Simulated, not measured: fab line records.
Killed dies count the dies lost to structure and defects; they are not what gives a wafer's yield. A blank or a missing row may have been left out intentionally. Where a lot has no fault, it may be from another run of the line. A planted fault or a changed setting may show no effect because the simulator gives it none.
What tool caused it? | flow n5 finfet | 24 lots with 72 wafers sampled at 4 steps, on a route of 1938 steps

## WHAT THE GAUGES READ, wafer by wafer
N5_BEOL_M14_THK_MEAS_50: measures by xrf.
lot  | measured     | on            | M14_THK (nm)
L074 | day 11 18:38 | film metro-01 | 537 553 557
L076 | day 11 22:31 | film metro-01 | 563 577 533
L075 | day 11 23:55 | film metro-02 | 567 571 578
L077 | day 12 03:58 | film metro-01 | 535 578 567
L078 | day 12 22:17 | film metro-01 | 575 554 545
L079 | day 12 23:14 | film metro-02 | 562 567 566
L081 | day 13 09:23 | film metro-02 | 549 540 553
L080 | day 13 14:38 | film metro-01 | 566 567 564
L082 | day 13 20:52 | film metro-01 | 529 547 546
L083 | day 14 05:53 | film metro-02 | 535 558 531
L084 | day 14 06:20 | film metro-02 | 571 566 538
L085 | day 14 08:05 | film metro-01 | 537 561 550
L086 | day 14 19:56 | film metro-01 | 551 553 542
L087 | day 15 01:55 | film metro-02 | 549 555 564
L089 | day 15 12:15 | film metro-02 | 575 542 556
L091 | day 15 17:45 | film metro-02 | 574 578 538
L090 | day 15 17:46 | film metro-01 | 532 563 564
L088 | day 16 12:08 | film metro-01 | 565 547 564
L092 | day 16 12:39 | film metro-02 | 569 559 567
L095 | day 16 14:47 | film metro-02 | 579 556 542
L094 | day 17 00:32 | film metro-02 | 530 553 530
L093 | day 17 12:42 | film metro-02 | 533 573 572
L096 | day 17 20:37 | film metro-01 | 550 528 557
L097 | day 18 10:57 | film metro-02 | 564 578 537

N5_BEOL_M15_CD_MEAS_17: target cd 360 nm.
lot  | measured     | on        | cd nm (nm)
L074 | day 11 20:05 | cd sem-01 | 365.4 364.5 364.3
L076 | day 11 23:50 | cd sem-02 | 365.5 364.9 364.1
L075 | day 12 01:22 | cd sem-03 | 364.0 361.9 361.3
L077 | day 12 05:25 | cd sem-01 | 361.4 363.4 361.7
L078 | day 12 23:44 | cd sem-02 | 362.7 361.4 361.1
L079 | day 13 00:49 | cd sem-02 | 363.6 363.4 362.6
L081 | day 13 10:50 | cd sem-01 | 363.5 363.6 364.0
L080 | day 13 15:58 | cd sem-01 | 363.8 364.1 357.8
L082 | day 13 22:12 | cd sem-03 | 365.0 361.6 361.0
L083 | day 14 07:27 | cd sem-03 | 357.6 359.5 355.4
L084 | day 14 07:49 | cd sem-01 | 366.5 363.7 366.1
L085 | day 14 09:32 | cd sem-02 | 361.8 361.6 358.9
L086 | day 14 21:22 | cd sem-03 | 363.2 363.5 363.3
L087 | day 15 03:21 | cd sem-02 | 365.2 360.9 363.5
L089 | day 15 13:59 | cd sem-01 | 360.6 360.3 362.5
L091 | day 15 19:05 | cd sem-01 | 358.5 356.9 362.1
L090 | day 15 19:15 | cd sem-03 | 362.1 361.6 361.9
L088 | day 16 13:44 | cd sem-03 | 358.4 359.4 359.9
L092 | day 16 14:07 | cd sem-01 | 361.4 365.5 360.6
L095 | day 16 17:22 | cd sem-03 | 362.5 363.7 362.9
L094 | day 17 02:06 | cd sem-03 | 359.1 356.6 358.9
L093 | day 17 14:11 | cd sem-01 | 359.1 361.4 357.9
L096 | day 17 22:16 | cd sem-01 | 362.4 361.5 360.2
L097 | day 18 12:17 | cd sem-03 | 365.5 360.0 363.1

## WHAT TOOL EACH LOT RAN ON (gives the tool, then ch and the chambers of the sampled wafers, and finally the start)
lot  | N5_BEOL_M14_STRIP_37               | N5_BEOL_M14_PRE_CLEAN_42
L074 | rie diel-02 ch 0,3, day 11 17:05   | pvd sputter-03, day 11 17:32
L076 | rie diel-02 ch 0,1,2, day 11 21:06 | pvd sputter-03, day 11 21:24
L075 | rie diel-01 ch 1,2, day 11 22:23   | pvd sputter-02, day 11 22:43
L077 | rie diel-06 ch 0,1,2, day 12 02:17 | pvd sputter-01, day 12 02:52
L078 | rie diel-01 ch 0,3, day 12 18:19   | pvd sputter-02, day 12 21:10
L079 | rie diel-06 ch 0,1,3, day 12 21:24 | pvd sputter-03, day 12 22:08
L081 | rie diel-02 ch 0,1, day 13 07:08   | pvd sputter-01, day 13 07:38
L080 | rie diel-02 ch 0,1, day 13 12:51   | pvd sputter-02, day 13 13:32
L082 | rie diel-01 ch 0,2,3, day 13 19:20 | pvd sputter-02, day 13 19:40
L083 | rie diel-02 ch 0,1,2, day 14 04:08 | pvd sputter-02, day 14 04:47
L084 | rie diel-06 ch 0,1,2, day 14 04:10 | pvd sputter-02, day 14 05:07
L085 | rie diel-01 ch 1,2,3, day 14 05:54 | pvd sputter-02, day 14 06:58
L086 | rie diel-06 ch 0,2,3, day 14 18:14 | pvd sputter-02, day 14 18:49
L087 | rie diel-06 ch 0,1,2, day 15 00:17 | pvd sputter-03, day 15 00:35
L089 | rie diel-01 ch 0,1,2, day 15 10:24 | pvd sputter-03, day 15 10:53
L091 | rie diel-02 ch 0,1,3, day 15 16:01 | pvd sputter-03, day 15 16:40
L090 | rie diel-01 ch 0,2,3, day 15 16:04 | pvd sputter-02, day 15 16:40
L088 | rie diel-01 ch 0,1,2, day 16 10:28 | pvd sputter-03, day 16 11:01
L092 | rie diel-01 ch 0,1,3, day 16 10:49 | pvd sputter-03, day 16 11:29
L095 | rie diel-06 ch 1,2,3, day 16 11:29 | pvd sputter-03, day 16 13:39
L094 | rie diel-02 ch 1,2,3, day 16 22:37 | pvd sputter-03, day 16 23:26
L093 | rie diel-01 ch 0,2,3, day 17 10:58 | pvd sputter-01, day 17 11:35
L096 | rie diel-01 ch 0,1,2, day 17 18:59 | pvd sputter-03, day 17 19:31
L097 | rie diel-06 ch 1,2,3, day 18 09:13 | pvd sputter-03, day 18 09:52
- N5_BEOL_M14_STRIP_37: strips in O2.
- N5_BEOL_M14_PRE_CLEAN_42: time 30 s.

## WHAT THE TOOLS THEMSELVES READ (means of the sampled wafers that have a number; where no wafer has one, the mark that the record gives instead)
N5_BEOL_M14_STRIP_37.
lot  | tool        | drypump motor current A (A) | oes product au (a.u.) | rf vpp V (V) | showerhead plenum p Torr (Torr) | throttle valve pct (%)
L074 | rie diel-02 | 6.2                         | 0.67                  | 4.3          | 1.97                            | 16.56
L076 | rie diel-02 | 5.5                         | 0.85                  | 3.4          | 2.15                            | 16.62
L075 | rie diel-01 | 6.2                         | 0.90                  | 4.1          | 2.05                            | 16.52
L077 | rie diel-06 | 5.3                         | 0.83                  | 4.1          | 2.15                            | 16.65
L078 | rie diel-01 | 6.1                         | 0.82                  | 4.3          | 2.07                            | 16.72
L079 | rie diel-06 | 5.2                         | 0.84                  | 3.4          | 2.13                            | 16.46
L081 | rie diel-02 | 5.5                         | 0.77                  | 3.8          | 2.07                            | 16.68
L080 | rie diel-02 | 5.5                         | 0.76                  | 3.7          | 2.07                            | 16.71
L082 | rie diel-01 | 5.7                         | 0.81                  | 4.6          | 2.06                            | 16.54
L083 | rie diel-02 | 5.5                         | 0.81                  | 3.6          | 2.14                            | 16.63
L084 | rie diel-06 | 5.3                         | 0.83                  | 3.4          | 2.14                            | 16.68
L085 | rie diel-01 | 6.0                         | 0.86                  | 4.1          | 2.05                            | 16.61
L086 | rie diel-06 | 5.4                         | 0.84                  | 3.8          | 2.13                            | 16.65
L087 | rie diel-06 | 5.3                         | 0.80                  | 3.3          | 2.14                            | 16.70
L089 | rie diel-01 | 5.9                         | 0.82                  | 3.3          | 2.05                            | 16.54
L091 | rie diel-02 | 5.8                         | 0.84                  | 3.8          | 2.14                            | 16.42
L090 | rie diel-01 | 5.7                         | 0.80                  | 4.1          | 2.06                            | 16.60
L088 | rie diel-01 | 5.9                         | 0.80                  | 4.9          | 2.05                            | 16.58
L092 | rie diel-01 | 6.3                         | 0.79                  | 3.5          | 2.05                            | 16.76
L095 | rie diel-06 | 5.2                         | 0.78                  | 3.9          | 2.08                            | 16.66
L094 | rie diel-02 | 5.8                         | 0.88                  | 3.4          | 2.21                            | 16.38
L093 | rie diel-01 | 5.7                         | 0.79                  | 2.9          | 2.05                            | 16.60
L096 | rie diel-01 | 5.9                         | 0.79                  | 4.1          | 2.04                            | 16.60
L097 | rie diel-06 | 5.2                         | 0.77                  | 4.6          | 2.07                            | 16.69

N5_BEOL_M14_PRE_CLEAN_42.
lot  | tool           | heater power w (W)
L074 | pvd sputter-03 | 431
L076 | pvd sputter-03 | 425
L075 | pvd sputter-02 | 501
L077 | pvd sputter-01 | 462
L078 | pvd sputter-02 | 540
L079 | pvd sputter-03 | 422
L081 | pvd sputter-01 | 495
L080 | pvd sputter-02 | 458
L082 | pvd sputter-02 | 548
L083 | pvd sputter-02 | 527
L084 | pvd sputter-02 | 460
L085 | pvd sputter-02 | 479
L086 | pvd sputter-02 | 484
L087 | pvd sputter-03 | 401
L089 | pvd sputter-03 | 429
L091 | pvd sputter-03 | 418
L090 | pvd sputter-02 | 512
L088 | pvd sputter-03 | 406
L092 | pvd sputter-03 | 406
L095 | pvd sputter-03 | 426
L094 | pvd sputter-03 | 415
L093 | pvd sputter-01 | 424
L096 | pvd sputter-03 | 429
L097 | pvd sputter-03 | 438

## THE ANSWER, worked out from the rows above alone
Rule: the lots themselves supply what counts as usual. Put in order of their means at a reading, lots are off if they are a third of the lots or fewer, leave a main group of 4 or more, and stand apart from it by a gap of 3 or more times the standard deviation of the main group's means; of several such gaps the widest counts. If all means in a main group match to the digits the tables above print for the reading, that group is not used. Also off: a lot with no number at a reading for which 4 or more lots have one. Any other lot the step has rows for is counted as sound. After the gauges, taken in route order, come the tools' own readings; for these a lot's mean is taken, as printed above. The first step at which some lot is off is used, and at that step the reading that is off furthest; a lot without a number counts as furthest.
Nothing can be told from this: no lot is off at any reading shown.

## WHAT WAS PUT IN BY THE SIMULATOR
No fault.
